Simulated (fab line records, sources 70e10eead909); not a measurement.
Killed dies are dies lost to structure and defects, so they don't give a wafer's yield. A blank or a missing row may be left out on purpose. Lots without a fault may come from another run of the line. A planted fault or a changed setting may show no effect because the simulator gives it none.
fab line records | flow nand_harc
record lots=14 wafers=42 last_day=24
route steps=1159 shown A_SLIT@792 A_WL_FILL@823 END@1159
lots that met no fault: from a run of the same line without faults
start_h: hours from the record's first day to the start of the lot's first wafer shown | wait_h: hours since the lot's step before | " the same as in the row above | L1.1+2: a row that stands for several wafers | - no value, or no start given | * or withheld: withheld | < > ~ a bound
route shown NAME@n: a module of which the file shows steps, and the number in the route of the first | usual: mean/standard deviation of fault-free wafers | same: alike in all rows | chamber/n: place in a boat | sites: the reading at each site | _std_site: their standard deviation | _edge_site: outer sites' mean less inner sites' | radius_mm: how far each site lies from the wafer's centre | mask NAME#n: copy n | behind: the tool/chamber that last shaped the wafer | hold: why the lot was held/for how many hours/how that ended | device: the transistor (n, p or np) that didn't switch | end of line: the same wafers' tests at the end of the route | a step without rows: its recipe alone | killed: dies lost to structure and defects at the first sort, not the wafer's yield | map: a wafer's dies, x killed, . not, _ none there
set.NAME: the setting as run; set.NAME@STEP: as run at that earlier step | model.NAME: the simulator's own value behind a step, which no gauge read
steps of the route over a sample of lots; a table a step, a row a wafer
services: from which hour (start_h, from the record's first day; less than 0 if before it) a tool's chamber was out of use, for how many hours, and why
## steps
# step NHARC_A_SLIT_INSPECT_11
# usual raw_defect_count=22/9.8
# columns lot.wafer tool chamber start_h wait_h raw_defect_count
L888.1 defect_inspect-02 - 317.32 0.0 17
L888.2 " - " " 14
L888.5 " - " " 13
L889.1 defect_inspect-01 - 329.26 0.0 8
L889.4 " - " " 9
L889.6 " - " " 5
L890.1 defect_inspect-02 - 329.41 0.0 27
L890.2 " - " " 23
L890.6 " - " " 22
L891.1 defect_inspect-02 - 330.58 0.1 26
L891.2 " - " " 25
L891.3 " - " " 26
L887.1 defect_inspect-01 - 331.49 0.0 9
L887.4 " - " " 14
L887.6 " - " " 8
L892.2 defect_inspect-01 - 344.18 0.0 6
L892.4 " - " " 8
L892.6 " - " " 8
L893.3 defect_inspect-02 - 352.59 0.0 23
L893.4 " - " " 20
L893.5 " - " " 42
L896.1 defect_inspect-01 - 373.90 0.1 14
L896.3 " - " " 18
L896.5 " - " " 14
L895.1 defect_inspect-01 - 374.04 0.0 36
L895.5 " - " " 32
L895.6 " - " " 26
L903.1 defect_inspect-02 - 416.08 0.0 18
L903.3 " - " " 13
L903.4 " - " " 13
L905.1 defect_inspect-01 - 430.59 0.0 21
L905.4 " - " " 10
L905.5 " - " " 11
L909.1 defect_inspect-02 - 443.43 0.0 24
L909.3 " - " " 25
L909.4 " - " " 26
L908.1 defect_inspect-01 - 443.94 0.0 33
L908.2 " - " " 30
L908.3 " - " " 41
L907.3 defect_inspect-01 - 444.79 0.0 32
L907.4 " - " " 37
L907.6 " - " " 48
# step NHARC_A_SLIT_CD_MEAS_21
# usual cd_nm=289.5/0.72
# columns lot.wafer tool chamber start_h wait_h cd_nm
L888.1 cd_sem-02 - 328.82 - 289.9
L888.2 " - " " 289.5
L888.5 " - " " 289.8
L889.1 cd_sem-02 - 332.73 - 290.0
L889.4 " - " " 290.7
L889.6 " - " " 290.2
L890.1 cd_sem-02 - 332.87 - 288.9
L890.2 " - " " 290.0
L890.6 " - " " 289.7
L891.1 cd_sem-02 - 334.44 - 288.5
L891.2 " - " " 287.9
L891.3 " - " " 288.4
L887.1 cd_sem-03 - 334.94 - 289.7
L887.4 " - " " 289.3
L887.6 " - " " 289.3
L892.2 cd_sem-02 - 347.67 - 290.1
L892.4 " - " " 288.4
L892.6 " - " " 288.7
L893.3 cd_sem-03 - 356.05 - 290.0
L893.4 " - " " 290.3
L893.5 " - " " 289.8
L896.1 cd_sem-03 - 377.38 - 290.7
L896.3 " - " " 290.1
L896.5 " - " " 290.2
L895.1 cd_sem-03 - 379.08 - 289.8
L895.5 " - " " 289.4
L895.6 " - " " 289.1
L903.1 cd_sem-02 - 424.26 - 290.4
L903.3 " - " " 289.7
L903.4 " - " " 290.2
L905.1 cd_sem-01 - 434.03 - 289.5
L905.4 " - " " 289.9
L905.5 " - " " 289.4
L909.1 cd_sem-03 - 446.88 - 288.3
L909.3 " - " " 288.3
L909.4 " - " " 288.4
L908.1 cd_sem-03 - 447.96 - 288.9
L908.2 " - " " 288.9
L908.3 " - " " 289.9
L907.3 cd_sem-03 - 448.55 - 288.5
L907.4 " - " " 289.4
L907.6 " - " " 289.1
# step NHARC_A_WL_FILL_ETCHBACK_16
# recipe target_depth_a=880 time_s=17.6 c4f8_flow_sccm=withheld o2_flow_sccm=8 ar_flow_sccm=withheld rf_w=600 bias_w=800 chemistry=C4F8/O2/Ar
# usual oes_product_au=0.98/0.032 rf_vpp_V=722/4.4 run_length_s=39.1/0.38
# columns lot.wafer tool chamber start_h wait_h oes_product_au rf_hours_counter_h rf_vpp_V run_length_s
L888.1 rie_diel-11 2 353.36 - 1.01 10.1 729 38.8
L888.2 " 1 " " 0.99 9.0 719 38.8
L888.5 " 2 " " 1.01 - 727 38.8
L889.4 rie_diel-11 1 357.99 - 0.99 9.0 719 38.9
L889.1 " 2 " " 1.02 10.1 728 38.9
L889.6 " 1 " " 1.00 - 717 39.2
L890.2 rie_diel-13 1 358.02 - 1.01 1.5 719 39.3
L890.1 " 2 " " 1.02 1.6 719 38.9
L890.6 " 3 " " 1.00 - 727 38.6
L887.1 rie_diel-08 2 361.79 - 0.96 2.1 727 39.4
L887.4 " 3 " " 0.95 2.0 731 39.6
L887.6 " 1 " " 0.96 - 719 39.2
L891.1 rie_diel-11 0 362.17 - 0.93 9.5 724 39.0
L891.3 " 1 " " 0.91 9.2 718 39.0
L891.2 " 3 " " 0.93 9.8 719 38.5
L892.2 rie_diel-13 0 370.27 - 1.00 1.9 720 38.9
L892.4 " 2 " " 1.00 2.1 717 38.9
L892.6 " 0 " " 1.01 - 721 38.9
L893.4 rie_diel-13 1 382.39 - 1.00 2.1 718 39.2
L893.3 " 0 " " 1.00 2.0 721 39.1
L893.5 " 1 " " 0.99 - 717 39.1
L895.1 rie_diel-08 1 401.16 - 1.00 3.9 716 39.2
L895.6 " 2 " " 0.99 - 730 39.5
L895.5 " 3 " " 0.98 - 729 39.7
L896.1 rie_diel-13 2 401.22 - 1.00 2.7 719 38.8
L896.3 " 3 " " 1.00 2.7 726 38.7
L896.5 " 2 " " 1.00 - 717 38.9
L903.4 rie_diel-11 0 447.98 - 1.01 4.8 723 39.3
L903.3 " 1 " " 1.00 4.8 719 39.2
L903.1 " 2 " " 1.01 4.2 728 27.7
L905.1 rie_diel-11 2 459.68 - 1.00 4.8 730 27.7
L905.4 " 0 " " 1.00 5.4 724 38.8
L905.5 " 1 " " 0.99 - 719 38.8
L909.4 rie_diel-13 3 469.23 - 0.99 0.1 724 39.1
L909.1 " 0 " " 1.01 0.1 721 39.0
L909.3 " 1 " " 1.00 0.1 718 39.2
L907.3 rie_diel-08 0 472.61 - 0.94 6.1 723 39.0
L907.4 " 1 " " 0.92 6.8 716 38.8
L907.6 " 3 " " 0.94 - 730 39.8
L908.3 rie_diel-13 1 472.69 - 1.00 0.4 717 38.9
L908.1 " 3 " " 0.99 0.3 725 38.6
L908.2 " 0 " " 0.99 0.3 721 39.0
# step NHARC_A_WL_FILL_ALD_19
# recipe target_thk_a=20 pulse_time_s=3 ald_cycles=100 temp_c=450 material=TiN
# usual heater_power_w=1028/100 precursor_pulse_height_rel=0.999/0.02
# columns lot.wafer tool chamber start_h wait_h heater_power_w precursor_pulse_height_rel
L888.2 ald_metal-01 1 357.60 0.1 1139 0.989
L888.1 " 3 " " 949 1.032
L888.5 " 1 " " 1140 1.018
L889.1 ald_metal-03 2 363.67 0.1 984 1.001
L889.4 " 1 " " 967 0.982
L889.6 " 3 " " 974 0.964
L890.2 ald_metal-02 1 363.67 0.1 952 0.990
L890.1 " 3 " " 1009 1.041
L890.6 " 2 " " 1249 1.003
L891.3 ald_metal-01 1 367.46 0.1 1111 1.010
L891.2 " 3 " " 945 1.028
L891.1 " 0 " " 915 0.996
L887.4 ald_metal-03 0 367.47 0.1 1131 1.008
L887.1 " 2 " " 941 0.977
L887.6 " 3 " " 959 0.988
L892.4 ald_metal-03 2 376.12 0.1 973 1.002
L892.2 " 3 " " 983 0.972
L892.6 " 2 " " 965 0.991
L893.3 ald_metal-02 3 388.22 0.1 1025 1.021
L893.4 " 2 " " 1245 0.995
L893.5 " 0 " " 936 0.983
L896.1 ald_metal-02 0 407.04 0.1 928 1.016
L896.3 " 3 " " 1013 0.985
L896.5 " 1 " " 1002 1.017
L895.1 ald_metal-01 2 407.05 0.1 1049 1.013
L895.5 " 1 " " 1141 1.000
L895.6 " 2 " " 1064 1.015
L903.1 ald_metal-01 2 453.85 0.1 1070 0.982
L903.3 " 3 " " 971 0.980
L903.4 " 0 " " 905 1.003
L905.4 ald_metal-03 1 465.26 0.1 980 0.988
L905.1 " 0 " " 1136 0.989
L905.5 " 2 " " 962 0.975
L909.3 ald_metal-02 2 474.69 0.1 1292 1.006
L909.1 " 3 " " 1027 0.975
L909.4 " 0 " " 949 1.044
L908.1 ald_metal-03 3 478.44 0.1 980 1.042
L908.3 " 1 " " 976 1.012
L908.2 " 2 " " 983 1.029
L907.3 ald_metal-02 2 478.44 0.1 1295 0.991
L907.4 " 0 " " 956 0.996
L907.6 " 3 " " 1044 0.981
# step NHARC_END_SORT_01
# recipe temp_c=25
# usual killed_at_array=26/9.6 killed_at_other=0.7/0.92 killed_at_periphery=3.8/2.7 killed_dies=31/10 killed_open=3.3/1.7 killed_short=1.8/1.3
# same gross_dies=677
# columns lot.wafer tool chamber start_h wait_h killed_at_array killed_at_other killed_at_periphery killed_dies killed_open killed_short
L903.1 prober-02 0 544.73 2.5 676 0 1 677 1 3
L903.3 prober-02 0 546.29 3.1 17 0 2 19 1 4
L903.4 prober-02 0 547.07 3.4 11 0 0 11 3 0
L905.1 prober-02 0 552.43 2.5 669 2 6 677 5 2
L905.4 prober-02 0 554.80 3.4 18 0 7 25 2 3
L905.5 prober-02 0 555.59 3.7 19 0 6 25 3 1
# killed by level:class
L903.1 A_WL_FILL:area_etchback=660 A_STAIRCASE:chamber_film_flake=6 A_CHANNEL_HOLE_D1:chamber_film_flake=3 A_CONTACT:chamber_film_flake=3 P_GATE:geometric_particle:short=1 A_CHANNEL_HOLE_D1:geometric_particle:short=1 A_WL_FILL:geometric_particle:open=1 A_CONTACT:geometric_particle:short=1
L903.3 A_CONTACT:chamber_film_flake=4 A_CHANNEL_FILL_D1:geometric_particle:short=3 A_CHANNEL_HOLE_D1:chamber_film_flake=3 P_ZERO_WELL:chamber_film_flake=2 A_CHANNEL_FILL_D1:chamber_film_flake=2 A_STAIRCASE:chamber_film_flake=2 A_ONON_D1:geometric_particle:open=1 A_CONTACT:geometric_particle:short=1
L903.4 A_CHANNEL_HOLE_D1:chamber_film_flake=4 A_CONTACT:chamber_film_flake=4 A_CONTACT:geometric_particle:open=2 A_ONON_D1:geometric_particle:open=1
L905.1 A_WL_FILL:area_etchback=647 A_CHANNEL_HOLE_D1:chamber_film_flake=6 A_SLIT:chamber_film_flake=6 A_CONTACT:chamber_film_flake=5 P_M0:geometric_particle:open=2 A_CHANNEL_FILL_D1:chamber_film_flake=2 THIN_TSV:chamber_film_flake=2 P_M1:geometric_particle:open=1
L905.4 A_SLIT:chamber_film_flake=10 P_M0:chamber_film_flake=3 A_CONTACT:chamber_film_flake=3 P_CONTACT:geometric_particle:open=1 P_CONTACT:geometric_particle:short=1 P_M0:geometric_particle:short=1 A_SOURCE_PLATE:geometric_particle:open=1 A_CONTACT:geometric_particle:short=1
L905.5 A_SLIT:chamber_film_flake=10 P_ZERO_WELL:chamber_film_flake=2 A_ZERO_WELL:chamber_film_flake=2 A_CHANNEL_HOLE_D1:chamber_film_flake=2 A_CONTACT:chamber_film_flake=2 P_GATE:geometric_particle:open=1 P_CONTACT:geometric_particle:short=1 P_CONTACT:geometric_particle:open=1
## services
# columns tool chamber start_h hours kind
rie_diel-13 0 334.04 - clean
rie_diel-13 1 334.04 - clean
rie_diel-13 2 334.04 - clean
rie_diel-13 3 334.04 - clean
rie_diel-13 0 358.56 - clean
rie_diel-13 1 358.56 - clean
rie_diel-13 2 358.56 - clean
rie_diel-13 3 358.56 - clean
ald_metal-02 - 364.00 10.0 pm
rie_diel-11 - 366.50 9.0 pm
rie_diel-13 0 383.06 - clean
rie_diel-13 1 383.06 - clean
ald_metal-03 3 385.64 1.7 repair
rie_diel-13 1 392.30 11.3 repair
rie_diel-11 2 393.32 4.4 repair
rie_diel-08 0 397.07 9.4 repair
ald_metal-03 0 422.47 16.3 repair
rie_diel-08 1 431.20 3.1 repair
rie_diel-11 1 438.15 5.4 repair
ald_metal-03 - 438.57 2.9 repair
rie_diel-08 2 447.30 16.9 repair
rie_diel-13 - 453.12 9.0 pm
ald_metal-01 - 458.00 10.0 pm
ald_metal-03 0 465.47 13.5 repair
## key
first_sign step=NHARC_A_WL_FILL_ETCHBACK_16 reading=run_length_s direction=down sigmas=30 usual=* struck=*
effect step=NHARC_END_SORT_01 reading=killed_at_array direction=up sigmas=67 usual=26 struck=672
more_kills_born_at NHARC_A_WL_FILL_ETCHBACK_16@rie_diel-11=1307
met_at NHARC_A_WL_FILL_ETCHBACK_16
struck_lots L903,L905
struck_wafers L903.1,L905.1
later_rows_left_out L903.1,L905.1
tester_left_out L903,L905
not_acting_at NHARC_A_SLIT_INSPECT_11,NHARC_A_SLIT_CD_MEAS_21,NHARC_A_WL_FILL_ALD_19
onset_between 357.99 447.98
fault kind=process_parameter_drift tool=rie_diel-11 chamber=2 onset_h=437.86 steps=NHARC_A_WL_FILL_ETCHBACK_16 channel=time_s offset=* shape=step end_h=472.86 acts_in=* stated=*
# tester_left_out: of these lots the tester's yield and bins aren't shown, on N5 and GAA mostly nor the transistor test; their killed dies are dies lost to structure and defects alone, not to doping, threshold or leakage, so they don't give the yield
# later_rows_left_out: the simulator's readings of these wafers behind a module that went badly wrong aren't trusted and aren't shown, but for the sort
